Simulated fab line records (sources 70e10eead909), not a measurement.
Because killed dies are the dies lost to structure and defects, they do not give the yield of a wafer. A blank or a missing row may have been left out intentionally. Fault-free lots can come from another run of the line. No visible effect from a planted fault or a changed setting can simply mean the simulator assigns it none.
Chamber matching || flow nand harc || NHARC_A_CHANNEL_HOLE_D1_ETCH_44 on rie diel-11: 4 sister chambers
The step etches the open film in CF4/O2, target depth 140 nm, overetch 14 nm, time 77 s. 4 wafers are shown with their chamber, then 9 later ones without.

WAFERS, EACH WITH ITS CHAMBER
{"wafer": "L359.2", "chamber": 1, "showerhead plenum p Torr (Torr)": 1.42}
{"wafer": "L364.5", "chamber": 2, "showerhead plenum p Torr (Torr)": 1.38}
{"wafer": "L365.3", "chamber": 3, "showerhead plenum p Torr (Torr)": 1.36}
{"wafer": "L365.6", "chamber": 0, "showerhead plenum p Torr (Torr)": 1.25}

WAFERS WITHOUT THEIR CHAMBER
{"wafer": "L366.3", "showerhead plenum p Torr (Torr)": 1.25}
{"wafer": "L366.4", "showerhead plenum p Torr (Torr)": 1.38}
{"wafer": "L366.5", "showerhead plenum p Torr (Torr)": 1.38}
{"wafer": "L368.1", "showerhead plenum p Torr (Torr)": 1.38}
{"wafer": "L368.2", "showerhead plenum p Torr (Torr)": 1.41}
{"wafer": "L368.3", "showerhead plenum p Torr (Torr)": 1.36}
{"wafer": "L370.1", "showerhead plenum p Torr (Torr)": 1.25}
{"wafer": "L370.4", "showerhead plenum p Torr (Torr)": 1.38}
{"wafer": "L370.5", "showerhead plenum p Torr (Torr)": 1.41}

CHAMBER TAKEN BY EACH
{"wafer": "L366.3", "from the rows above": 0, "in truth": 0}
{"wafer": "L366.4", "from the rows above": 2, "in truth": 2}
{"wafer": "L366.5", "from the rows above": 2, "in truth": 2}
{"wafer": "L368.1", "from the rows above": 2, "in truth": 2}
{"wafer": "L368.2", "from the rows above": 1, "in truth": 1}
{"wafer": "L368.3", "from the rows above": 3, "in truth": 3}
{"wafer": "L370.1", "from the rows above": 0, "in truth": 0}
{"wafer": "L370.4", "from the rows above": 2, "in truth": 2}
{"wafer": "L370.5", "from the rows above": 1, "in truth": 1}
Correct placement for 9 of the 9. Not placeable from these rows: 0. Number placed wrongly: 0.
How it was worked out, from the rows above alone: a wafer's distance from a chamber is the root of the sum, over the readings, of the square of ((its reading less the chamber's mean) divided by the reading's scatter). The wafer belongs to the nearest chamber; if the next one is less than 2 further off, it can't be placed. The mean given for a chamber averages the wafers shown for that chamber. The scatter (one wafer shown for each chamber): square how far every hidden wafer sits from the nearest shown wafer, average those squares and take the square root.
